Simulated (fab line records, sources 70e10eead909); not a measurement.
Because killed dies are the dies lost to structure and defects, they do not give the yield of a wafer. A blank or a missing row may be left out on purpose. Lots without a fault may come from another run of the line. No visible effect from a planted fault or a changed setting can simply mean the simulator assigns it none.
Which of the tools did it? | flow nandHarc | 13 lots, 39 wafers sampled, at 5 steps of a route of 1302

WHAT THE GAUGES READ, wafer by wafer
NHARC_P_ZERO_WELL_CD_MEAS_37: target cd 720 nm. Usual: cdNm 720.1 nm, standard deviation 1.7.
lot  | measured     | on       | cdNm (nm)         | flag
L113 | day 1 23:59  | cdSem-02 | 721.9 718.7 718.2 | 
L114 | day 2 10:08  | cdSem-03 | 718.0 719.4 721.5 | 
L118 | day 4 02:28  | cdSem-03 | 722.2 720.9 722.0 | 
L119 | day 4 12:21  | cdSem-02 | 719.6 720.0 719.8 | 
L121 | day 5 08:17  | cdSem-02 | 718.2 721.8 721.0 | 
L122 | day 5 18:05  | cdSem-03 | 721.5 722.6 721.7 | 
L123 | day 6 04:14  | cdSem-03 | 720.4 718.4 720.7 | 
L131 | day 9 12:08  | cdSem-01 | 717.9 719.1 715.8 | 
L132 | day 9 22:13  | cdSem-01 | 716.9 721.4 719.0 | 
L133 | day 10 08:02 | cdSem-01 | 719.8 720.0 722.6 | 
L134 | day 10 18:13 | cdSem-02 | 718.0 718.2 716.1 | 
L135 | day 11 04:07 | cdSem-01 | 720.6 718.4 719.9 | 
L136 | day 11 13:58 | cdSem-02 | 719.2 721.1 718.4 | 

NHARC_P_STI_OVL_MEAS_10. Usual: overlayXNm 0 nm, standard deviation 5.5; overlayYNm -2 nm, standard deviation 8.2.
lot  | measured     | on         | overlayXNm (nm) | overlayYNm (nm) | flag
L113 | day 2 21:16  | overlay-02 | -5 -5 -5        | 6 6 6           | 
L114 | day 3 16:22  | overlay-01 | 5 4 4           | 5 6 6           | 
L118 | day 5 00:50  | overlay-01 | 7 7 7           | 18 18 18        | 
L119 | day 5 09:01  | overlay-02 | -6 -6 -6        | -6 -6 -7        | 
L121 | day 6 02:16  | overlay-01 | -1 -1 -1        | -6 -6 -6        | 
L122 | day 6 14:22  | overlay-01 | 2 2 2           | -3 -3 -3        | 
L123 | day 6 23:58  | overlay-01 | -1 -1 -1        | -7 -6 -7        | 
L131 | day 10 07:09 | overlay-02 | 1 1 2           | 16 15 15        | 
L132 | day 10 18:17 | overlay-02 | -1 0 0          | -13 -13 -13     | 
L133 | day 11 03:36 | overlay-01 | 3 3 3           | 10 10 10        | 
L134 | day 11 14:53 | overlay-02 | -7 -7 -7        | 3 3 3           | 
L135 | day 11 23:27 | overlay-02 | 2 2 2           | -3 -3 -2        | 
L136 | day 12 08:47 | overlay-01 | -2 -1 -2        | -8 -8 -8        | 

NHARC_END_SORT_01. Usual: killedAtArray 55, standard deviation 23; killedAtOther 1.0, standard deviation 1.2; killedAtPeriphery 3.2, standard deviation 2.7; killedDies 59, standard deviation 23; killedOpen 3.1, standard deviation 1.6; killedShort 2.2, standard deviation 1.5.
lot  | measured     | on        | killedAtArray | killedAtOther | killedAtPeriphery | killedDies  | killedOpen | killedShort | flag
L113 | day 24 21:58 | prober-01 | 41 41 41      | 0 0 0         | 0 3 4             | 41 44 45    | 4 5 4      | 3 1 3       | 
L114 | day 25 00:15 | prober-02 | 112 116 117   | 0 0 3         | 3 1 2             | 115 117 122 | 4 2 5      | 1 1 2       | 
L118 | day 26 04:32 | prober-02 | 45 45 47      | 2 0 0         | 0 2 3             | 47 47 50    | 3 4 3      | 2 3 1       | 
L119 | day 26 06:03 | prober-01 | 83 93 58      | 1 2 2         | 6 7 7             | 90 102 67   | 2 2 4      | 5 9 3       | 
L121 | day 28 02:21 | prober-01 | 34 30 22      | 1 0 1         | 6 1 1             | 41 31 24    | 4 2 2      | 0 0 2       | 
L122 | day 28 09:23 | prober-01 | 31 45 32      | 2 2 0         | 2 9 7             | 35 56 39    | 0 4 1      | 0 1 0       | 
L123 | day 28 01:38 | prober-02 | 89 73 69      | 4 4 4         | 4 2 2             | 97 79 75    | 6 2 1      | 3 2 5       | 
L131 | day 32 17:45 | prober-01 | 84 81 65      | 0 1 0         | 3 1 0             | 87 83 65    | 3 3 2      | 2 0 2       | 
L132 | day 32 08:07 | prober-01 | 82 78 76      | 0 0 0         | 1 1 4             | 83 79 80    | 5 3 3      | 3 1 1       | 
L133 | day 32 01:05 | prober-01 | 50 61 50      | 1 0 0         | 2 1 4             | 53 62 54    | 0 4 3      | 0 2 4       | 
L134 | day 33 04:57 | prober-02 | 68 48 45      | 0 0 1         | 1 0 3             | 69 48 49    | 4 4 1      | 3 1 1       | 
L135 | day 33 14:23 | prober-02 | 41 47 55      | 1 4 2         | 1 3 1             | 43 54 58    | 2 4 1      | 2 2 4       | 
L136 | day 33 10:23 | prober-01 | 39 41 46      | 0 0 0         | 0 1 4             | 39 42 50    | 4 5 5      | 3 4 2       | 

TOOL THAT RAN EACH LOT (tool first, then ch and the chambers of the sampled wafers, then the start)
lot  | NHARC_P_ZERO_WELL_ETCH_65         | NHARC_P_ZERO_WELL_IMPLANT_40
L113 | rieDiel-09 ch 0,1,3, day 1 21:22  | implanter-02 ch 0, day 2 00:17
L114 | rieDiel-02 ch 1,3, day 2 07:30    | implanter-02 ch 0, day 2 11:01
L118 | rieDiel-08 ch 0,1,2, day 3 23:51  | implanter-02 ch 0, day 4 02:46
L119 | rieDiel-02 ch 0,2, day 4 09:32    | implanter-02 ch 0, day 4 12:43
L121 | rieDiel-08 ch 1,3, day 5 05:29    | implanter-01 ch 0, day 5 08:37
L122 | rieDiel-09 ch 0,1,3, day 5 15:30  | implanter-02 ch 0, day 5 18:24
L123 | rieDiel-08 ch 0,1,3, day 6 01:37  | implanter-02 ch 0, day 6 04:32
L131 | rieDiel-02 ch 0,1,3, day 9 09:29  | implanter-01 ch 0, day 9 12:26
L132 | rieDiel-08 ch 2,3, day 9 19:35    | implanter-01 ch 0, day 9 22:31
L133 | rieDiel-08 ch 1,2,3, day 10 05:23 | implanter-02 ch 0, day 10 09:52
L134 | rieDiel-02 ch 0,1,2, day 10 15:37 | implanter-01 ch 0, day 10 18:34
L135 | rieDiel-09 ch 0,1,3, day 11 01:22 | implanter-02 ch 0, day 11 04:31
L136 | rieDiel-02 ch 0,1,3, day 11 11:29 | implanter-02 ch 0, day 11 14:19
- NHARC_P_ZERO_WELL_ETCH_65: etches the open film in N2/H2, target depth 80 nm, overetch 24 nm, time 87.88 s.
- NHARC_P_ZERO_WELL_IMPLANT_40

AS READ BY THE TOOLS THEMSELVES (means over the sampled wafers that have a number; for cases with no such wafer, the mark the record gives instead)
NHARC_P_ZERO_WELL_ETCH_65. Usual: drypumpMotorCurrentA 5.6 A, standard deviation 0.58; oesProductAu 0.999 a.u., standard deviation 0.012; rfVppV 430.8 V, standard deviation 2.6; showerheadPlenumPTorr 2.05 Torr, standard deviation 0.09; throttleValvePct 14.171 %, standard deviation 0.0087.
lot  | tool       | drypumpMotorCurrentA (A) | oesProductAu (a.u.) | rfVppV (V) | showerheadPlenumPTorr (Torr) | throttleValvePct (%) | flag
L113 | rieDiel-09 | 5.7                      | 0.988               | 433.1      | 2.12                         | 14.175               | 
L114 | rieDiel-02 | 5.8                      | 0.998               | 431.7      | 2.08                         | 14.172               | 
L118 | rieDiel-08 | 5.6                      | 1.004               | 429.2      | 1.99                         | 14.173               | 
L119 | rieDiel-02 | 6.0                      | 1.002               | 432.9      | 2.15                         | 14.167               | 
L121 | rieDiel-08 | 5.4                      | 1.010               | 427.9      | 1.95                         | 14.177               | 
L122 | rieDiel-09 | 5.7                      | 0.978               | 432.3      | 2.11                         | 14.165               | 
L123 | rieDiel-08 | 5.3                      | 1.008               | 428.4      | 1.98                         | 14.177               | 
L131 | rieDiel-02 | 6.0                      | 1.005               | 431.3      | 2.09                         | 14.176               | 
L132 | rieDiel-08 | 5.3                      | 1.012               | 431.5      | 2.04                         | 14.163               | 
L133 | rieDiel-08 | 5.4                      | 1.000               | 432.3      | 2.10                         | 14.168               | 
L134 | rieDiel-02 | 6.2                      | 0.995               | 433.6      | 2.13                         | 14.161               | 
L135 | rieDiel-09 | 5.7                      | 1.001               | 432.9      | 2.10                         | 14.161               | 
L136 | rieDiel-02 | 6.0                      | 1.000               | 431.7      | 2.09                         | 14.170               | 

NHARC_P_ZERO_WELL_IMPLANT_40. Usual: doseIonsCm2 1e+13, standard deviation 1.2e+10; faradayCurrentUA 126.9, standard deviation 2.5.
lot  | tool         | doseIonsCm2 | faradayCurrentUA | flag
L113 | implanter-02 | 1e+13       | 129.6            | 
L114 | implanter-02 | 1e+13       | 126.2            | 
L118 | implanter-02 | 1e+13       | 127.0            | 
L119 | implanter-02 | 1e+13       | 124.5            | 
L121 | implanter-01 | 1e+13       | 126.6            | 
L122 | implanter-02 | 2e+13       | 205.2            | OFF
L123 | implanter-02 | 2e+13       | 210.1            | OFF
L131 | implanter-01 | 1e+13       | 128.6            | 
L132 | implanter-01 | 1e+13       | 124.8            | 
L133 | implanter-02 | 1e+13       | 125.5            | 
L134 | implanter-01 | 1e+13       | 127.2            | 
L135 | implanter-02 | 1e+13       | 125.9            | 
L136 | implanter-02 | 1e+13       | 128.3            | 

THE ANSWER, worked out from the rows above alone
Rule: take the mean of a lot's wafers that have a number; if it is more than 3 standard deviations from the usual mean, the lot is off. A lot without any number at a reading at which 4 lots or more have one is off too. Any other lot the step has rows for is counted as sound. The gauges are gone through in route order, then the tools' own readings, and for those a lot's mean is taken as printed above. At the first step where some lot is off, the reading lying furthest off is the one used; lots without a number count as furthest.
Off, at NHARC_P_ZERO_WELL_IMPLANT_40 on doseIonsCm2: L122, L123.
A tool fits if, at that step or a process step before it, it ran every lot that is off, and no sound lot after the first of them. Not one of the candidates tried fits.

WHAT THE SIMULATOR PUT IN
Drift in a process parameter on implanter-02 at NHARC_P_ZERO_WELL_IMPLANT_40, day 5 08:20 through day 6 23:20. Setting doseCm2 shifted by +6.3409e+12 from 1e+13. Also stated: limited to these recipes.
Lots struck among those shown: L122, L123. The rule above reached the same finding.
